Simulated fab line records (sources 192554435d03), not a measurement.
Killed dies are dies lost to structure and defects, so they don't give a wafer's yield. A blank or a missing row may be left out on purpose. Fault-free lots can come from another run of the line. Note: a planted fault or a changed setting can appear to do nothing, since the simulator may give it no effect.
Split-lot experiment | flow n5Finfet | on a route of 1938 steps: 7 lots, 39 wafers read

== ABOUT THE SPLIT ==
At N5_BEOL_M10_VIA_ETCH_34 (etches SiCOH lowk in C4F6/O2, target depth 184.5 nm, time 69.2 s), the setting timeS was moved away from the recipe's 69.2 s on 12 of the 39 wafers read, by -55.3% to +47.3%. All remaining wafers had this setting at the recipe value.

The split's own step is where the reading is taken.

== THE READING ==
SOC_of_BEOL_M10_COAT_63.thkNm (the simulator's own value, which no gauge read), in nm, at N5_BEOL_M10_VIA_ETCH_34 (etches SiCOH lowk in C4F6/O2, target depth 184.5 nm, time 69.2 s). No usual value for it is given in the file. Average 92.1 nm, standard deviation 0.33 nm, over the 27 wafers here run with the recipe.

wafer  | tool, chamber at the split | timeS as run, s | against the recipe | SOC_of_BEOL_M10_COAT_63.thkNm, nm | against lot-mates on the recipe
L075.1 | rieDiel-06, 2              | 69.2            | recipe             | 92.2                              | -
L075.2 | rieDiel-06, 0              | 69.2            | recipe             | 92.4                              | -
L075.3 | rieDiel-06, 3              | 69.2            | recipe             | 92.4                              | -
L075.4 | rieDiel-06, 1              | 69.2            | recipe             | 92.4                              | -
L075.5 | rieDiel-06, 0              | 69.2            | recipe             | 92                                | -
L075.6 | rieDiel-06, 3              | 69.2            | recipe             | 92                                | -
L078.1 | rieDiel-06, 1              | 83.6            | +20.8%             | 90.4                              | -1.5
L078.2 | rieDiel-06, 0              | 69.2            | recipe             | 92                                | -
L078.3 | rieDiel-06, 2              | 83.6            | +20.8%             | 89.8                              | -2.1
L078.4 | rieDiel-06, 3              | 69.2            | recipe             | 91.6                              | -
L078.5 | rieDiel-06, 0              | 69.2            | recipe             | 92                                | -
L078.6 | rieDiel-06, 1              | 83.6            | +20.8%             | 90.4                              | -1.5
L089.1 | rieDiel-05, 3              | 99.06           | +43.2%             | 88                                | -3.7
L089.2 | rieDiel-05, 0              | 99.06           | +43.2%             | 88.4                              | -3.3
L089.3 | rieDiel-05, 1              | 99.06           | +43.2%             | 87.6                              | -4.1
L089.4 | rieDiel-05, 1              | 69.2            | recipe             | 91.4                              | -
L089.5 | rieDiel-05, 3              | 69.2            | recipe             | 91.6                              | -
L089.6 | rieDiel-05, 0              | 69.2            | recipe             | 92                                | -
L088.1 | rieDiel-04, 1              | 101.9           | +47.3%             | 88.2                              | -3.9
L088.2 | rieDiel-04, 2              | 101.9           | +47.3%             | 87.4                              | -4.7
L088.3 | rieDiel-04, 3              | 69.2            | recipe             | 92                                | -
L088.4 | rieDiel-04, 0              | 101.9           | +47.3%             | 88.4                              | -3.7
L088.5 | rieDiel-04, 1              | 69.2            | recipe             | 92.2                              | -
L088.6 | rieDiel-04, 0              | 69.2            | recipe             | 92                                | -
L086.1 | rieDiel-05, 1              | 69.2            | recipe             | 91.6                              | -
L086.2 | rieDiel-05, 3              | 30.94           | -55.3%             | 96.4                              | +4.5
L086.3 | rieDiel-05, 0              | 30.94           | -55.3%             | 96.2                              | +4.3
L086.4 | rieDiel-05, 3              | 30.94           | -55.3%             | 96.2                              | +4.3
L086.5 | rieDiel-05, 1              | 69.2            | recipe             | 92                                | -
L086.6 | rieDiel-05, 0              | 69.2            | recipe             | 92                                | -
L090.1 | rieDiel-05, 3              | 69.2            | recipe             | 92.2                              | -
L090.5 | rieDiel-05, 0              | 69.2            | recipe             | 93                                | -
L090.6 | rieDiel-05, 3              | 69.2            | recipe             | 92.2                              | -
L093.1 | rieDiel-06, 3              | 69.2            | recipe             | 92.4                              | -
L093.2 | rieDiel-06, 2              | 69.2            | recipe             | 92.2                              | -
L093.3 | rieDiel-06, 1              | 69.2            | recipe             | 92.6                              | -
L093.4 | rieDiel-06, 0              | 69.2            | recipe             | 92.4                              | -
L093.5 | rieDiel-06, 3              | 69.2            | recipe             | 92.2                              | -
L093.6 | rieDiel-06, 0              | 69.2            | recipe             | 92.2                              | -

FIT RESULTS
A straight line over all 39 wafers: SOC_of_BEOL_M10_COAT_63.thkNm changes by -0.0838 nm for each +1% of timeS; r = -0.98; the points scatter about the line by 0.38 nm.
The same after taking each lot's own level away (the mean of its wafers on the recipe; 39 wafers): -0.0826 nm for each +1%; r = -0.99; scatter 0.26 nm.
On that fit, the largest move of timeS shifts the reading by 4.6 nm.
The lots' own levels span 91.67 to 92.47 nm, that is 2.4 times the standard deviation above.
The two slopes agree, so the slope changes little with the lot-to-lot level.
Check: +4.54 nm against its lot-mates is what the line predicts for one of the wafers moved furthest among these (-55.3%) when that wafer is left out of the fit. Against them it came out at +4.53 nm.

== OTHER SPLITS ON THESE WAFERS ==
Other splits were also applied to these wafers ahead of the reading. Each is held against what the fit with the lots' levels taken away leaves over:
other split on the same wafers   | wafers away from the commonest value | r with SOC_of_BEOL_M10_COAT_63.thkNm (lot level and that fit taken away)
N5_BEOL_M6_HM_DEP_02 targetThkA  | 12                                   | +0.18
N5_BEOL_M7_ILD_DEP_00 targetThkA | 12                                   | -0.03

== THE WHOLE CHAIN: every reading that the file lists as answering this split, in the file's order ==
step                    | what it does                                                     | reading                                                                        | change (the file's fit)                | r (the file's)
N5_BEOL_M10_VIA_ETCH_34 | etches SiCOH lowk in C4F6/O2, target depth 184.5 nm, time 69.2 s | etch.depthNm (the simulator's own value, which no gauge read)                  | +1.84 nm for each +1% of the setting   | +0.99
N5_BEOL_M10_VIA_ETCH_34 | etches SiCOH lowk in C4F6/O2, target depth 184.5 nm, time 69.2 s | SOC_of_BEOL_M10_COAT_63.thkNm (the simulator's own value, which no gauge read) | -0.0828 nm for each +1% of the setting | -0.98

== FILE'S OWN FIT ==
SOC_of_BEOL_M10_COAT_63.thkNm changes by -0.0828 nm for each +1% of timeS, r = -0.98.
